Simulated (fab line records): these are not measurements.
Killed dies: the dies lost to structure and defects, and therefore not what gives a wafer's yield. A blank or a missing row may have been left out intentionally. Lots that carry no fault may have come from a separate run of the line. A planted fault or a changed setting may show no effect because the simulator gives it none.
Matching of chambers | flow n5-finfet | 4 sister chambers for N5_DUMMY_GATE_ETCH_29 on rie-diel-03
The step etches underlayer in N2/H2, target depth 13 nm. 4 wafers are shown with their chamber, then 7 later ones without.

== EACH WAFER AND ITS CHAMBER ==
wafer  | chamber | showerhead-plenum-p-Torr (Torr)
L080.3 | 1       | 2.55
L088.2 | 3       | 2.65
L088.4 | 2       | 2.45
L089.5 | 0       | 2.47

== WAFERS WHOSE CHAMBER IS MISSING ==
wafer  | showerhead-plenum-p-Torr (Torr)
L089.6 | 2.65
L093.2 | 2.65
L093.3 | 2.47
L093.5 | 2.47
L097.2 | 2.47
L097.3 | 2.64
L097.5 | 2.64

== CHAMBER TAKEN BY EACH ==
wafer  | from the rows above | in truth
L089.6 | 3                   | 3
L093.2 | 3                   | 3
L093.3 | 0                   | 0
L093.5 | 0                   | 0
L097.2 | 0                   | 0
L097.3 | 3                   | 3
L097.5 | 3                   | 3
Correct placement for 7 of the 7. Not placeable from these rows: 0. Placed wrongly: 0.
How it was worked out, from the rows above alone: a wafer's distance from a chamber is the root of the sum, over the readings, of the square of ((its reading less the chamber's mean) divided by the reading's scatter). If the next closest chamber is less than 2 further off than the closest, the wafer can't be placed; otherwise it belongs to the closest. The mean given for a chamber averages the wafers shown for that chamber. The scatter (one wafer shown for each chamber): square how far every hidden wafer sits from the nearest shown wafer, average those squares and take the square root.
